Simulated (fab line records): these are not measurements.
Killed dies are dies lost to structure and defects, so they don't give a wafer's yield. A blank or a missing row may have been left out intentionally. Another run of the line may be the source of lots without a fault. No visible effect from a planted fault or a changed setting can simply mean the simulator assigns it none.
Chamber matching    flow nand-harc    3 sister chambers for NHARC_A_STAIRCASE_DEP_417 on pecvd-02
The step deposits Si3N4, target thk 60 nm. 3 wafers are shown with their chamber, then 7 later ones without.

## WAFERS, EACH WITH ITS CHAMBER
wafer   chamber  heater-power-w (W)
L080.5  1        758
L093.1  0        792
L093.2  2        759

## WAFERS WITH NO CHAMBER GIVEN
wafer   heater-power-w (W)
L093.4  641
L096.3  699
L096.4  730
L096.6  776
L097.3  686
L097.5  674
L097.6  768

## EACH ONE'S CHAMBER
wafer   from the rows above           in truth
L093.4  can't be placed: 1 or 2 or 0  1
L096.3  can't be placed: 1 or 2 or 0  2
L096.4  can't be placed: 1 or 2 or 0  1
L096.6  can't be placed: 0 or 2 or 1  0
L097.3  can't be placed: 1 or 2 or 0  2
L097.5  can't be placed: 1 or 2 or 0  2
L097.6  can't be placed: 2 or 1 or 0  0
0 of 7 placed correctly. Cannot be placed on the basis of these rows: 7; the candidates contain the true chamber in 7. Placed wrongly: 0.
How it was worked out, from the rows above alone: a wafer's distance from a chamber is the root of the sum, over the readings, of the square of ((its reading less the chamber's mean) divided by the reading's scatter). The wafer belongs to the nearest chamber; if the next one is less than 2 further off, it can't be placed. The mean given for a chamber averages the wafers shown for that chamber. The scatter (one wafer shown for each chamber): square how far every hidden wafer sits from the nearest shown wafer, average those squares and take the square root.
